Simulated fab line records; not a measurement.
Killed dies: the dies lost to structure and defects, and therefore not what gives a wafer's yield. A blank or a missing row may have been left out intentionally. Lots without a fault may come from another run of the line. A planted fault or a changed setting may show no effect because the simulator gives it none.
One fault seen from 3 desks || flow n5Finfet || what lay behind the numbers comes last; until then each desk has only its own

## THE DEFECT DESK
What the inspections along the route counted, lot by lot: means of the sampled wafers that have a number. The brackets show how far a lot's mean lies from the usual mean; more than 4 standard deviations puts the lot out of limits, marked OUT.
Columns: A = rawDefectCount at N5_BEOL_M14_INSPECT_12, usual 1.8
{"lot": "L489", "first seen here": "day 11 02:41", "A": 3.0}
{"lot": "L490", "first seen here": "day 11 04:47", "A": 1.7}
{"lot": "L492", "first seen here": "day 11 15:07", "A": 1.7}
{"lot": "L493", "first seen here": "day 12 06:24", "A": 0.7}
{"lot": "L494", "first seen here": "day 12 10:51", "A": 1.3}
{"lot": "L495", "first seen here": "day 12 18:13", "A": 1.0}
{"lot": "L496", "first seen here": "day 13 07:34", "A": 1.5}
{"lot": "L500", "first seen here": "day 14 00:12", "A": 0.7}
{"lot": "L505", "first seen here": "day 15 17:48", "A": 3.0}
{"lot": "L506", "first seen here": "day 15 21:26", "A": 2.0}
{"lot": "L507", "first seen here": "day 16 03:47", "A": 2.5}
{"lot": "L512", "first seen here": "day 18 00:17", "A": 1.3}
This desk found nothing out of limits on any of the 12 lots.

## THE METROLOGY DESK
What the gauges read for every lot (on any tool): the sampled wafers with a number, averaged. The brackets show how far a lot's mean lies from the usual mean; more than 4 standard deviations puts the lot out of limits, marked OUT.
Columns: A = V13_OVL at N5_BEOL_M14_OVL_MEAS_11, usual 5 nm
{"lot": "L489", "first seen here": "day 11 02:40", "A": 1}
{"lot": "L490", "first seen here": "day 11 04:46", "A": 2}
{"lot": "L492", "first seen here": "day 11 15:06", "A": 4}
{"lot": "L493", "first seen here": "day 12 06:22", "A": 11}
{"lot": "L494", "first seen here": "day 12 10:49", "A": 3}
{"lot": "L495", "first seen here": "day 12 18:12", "A": 3}
{"lot": "L496", "first seen here": "day 13 07:32", "A": 13}
{"lot": "L500", "first seen here": "day 14 00:10", "A": 4}
{"lot": "L505", "first seen here": "day 15 17:47", "A": 4}
{"lot": "L506", "first seen here": "day 15 21:25", "A": -2}
{"lot": "L507", "first seen here": "day 16 03:46", "A": -5}
{"lot": "L512", "first seen here": "day 18 00:16", "A": -4}
This desk found nothing out of limits on any of the 12 lots.

## TOOL OWNER'S DESK, krfScanner-02
The tool's own readings at N5_BEOL_M14_EXPOSE_25 (exposes mask M14, target cd 280 nm): means of the sampled wafers that have a number, for each lot that ran on this tool. The brackets show how far a lot's mean lies from the usual mean; more than 4 standard deviations puts the lot out of limits, marked OUT.
Columns: A = exposureDoseMJCm2 at N5_BEOL_M14_EXPOSE_25, usual 26.585; B = focusOffsetNm at N5_BEOL_M14_EXPOSE_25, usual 0.1 nm
{"lot": "L492", "first seen here": "day 11 16:04", "A": 26.572, "B": -0.6}
{"lot": "L493", "first seen here": "day 12 08:02", "A": 26.584, "B": 0.5}
{"lot": "L495", "first seen here": "day 12 18:59", "A": 26.587, "B": 0.0}
{"lot": "L496", "first seen here": "day 13 08:11", "A": 26.587, "B": -0.2}
{"lot": "L505", "first seen here": "day 15 18:37", "A": "26.424 (-6.2) OUT", "B": -0.3}
This desk's verdict: out of limits on L505, starting with L505 at day 15 18:37 (exposureDoseMJCm2 at N5_BEOL_M14_EXPOSE_25). Within limits: L492, L493, L495, L496.

## ALL TOGETHER
At day 15 18:37, on L505, the tool owner's desk was in a position to raise an alarm.
Nothing out of limits was seen by the defect desk.
Metrology desk: nothing out of limits seen.
The defect desk has L505 on record, within its limits.
The metrology desk has L505 on record, within its limits.
N5_BEOL_M14_EXPOSE_25 was run on krfScanner-02 by each of the lots named.

## WHAT THE SIMULATOR HAD INSERTED
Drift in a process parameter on krfScanner-02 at N5_BEOL_M14_EXPOSE_25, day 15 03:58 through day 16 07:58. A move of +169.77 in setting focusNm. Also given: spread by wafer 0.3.
Lots struck among those shown: L505.
How many hours passed from the start of the fault until each desk's first out-of-limits reading: the tool owner's desk, 15.
